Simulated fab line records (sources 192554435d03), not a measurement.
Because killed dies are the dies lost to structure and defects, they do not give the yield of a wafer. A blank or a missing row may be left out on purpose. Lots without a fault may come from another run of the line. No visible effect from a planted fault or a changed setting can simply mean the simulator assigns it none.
Chamber matching ; flow n5_finfet ; N5_GATE_CUT_CMP_02 on cmp-03 has 4 sister chambers
The step polishes, stops on SiO2, t overpolish 12.7 s, target thk 0 nm. 4 wafers are shown with their chamber, then 7 later ones without.

== WAFERS PAIRED WITH THEIR CHAMBERS ==
wafer;chamber;motor_current_A (A)
L085.3;3;11.9
L085.6;1;7.8
L089.2;2;10.7
L089.3;0;9.9

== WAFERS WHOSE CHAMBER IS MISSING ==
wafer;motor_current_A (A)
L089.6;11.2
L090.1;8.1
L090.2;9.5
L090.6;9.3
L095.2;7.9
L095.5;9.6
L095.6;8.3

== THE CHAMBER EACH PASSED THROUGH ==
wafer;from the rows above;in truth
L089.6;can't be placed: 2 or 3 or 0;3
L090.1;1;1
L090.2;can't be placed: 0 or 2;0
L090.6;can't be placed: 0 or 2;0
L095.2;1;1
L095.5;can't be placed: 0 or 2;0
L095.6;1;1
3 of 7 placed correctly. Not placeable from these rows: 4 (in 4, the candidates include the true chamber). Placed wrongly: 0.
How it was worked out, from the rows above alone: a wafer's distance from a chamber is the root of the sum, over the readings, of the square of ((its reading less the chamber's mean) divided by the reading's scatter). The wafer belongs to the nearest chamber; if the next one is less than 2 further off, it can't be placed. The mean given for a chamber averages the wafers shown for that chamber. The scatter (one wafer shown for each chamber): square how far every hidden wafer sits from the nearest shown wafer, average those squares and take the square root.
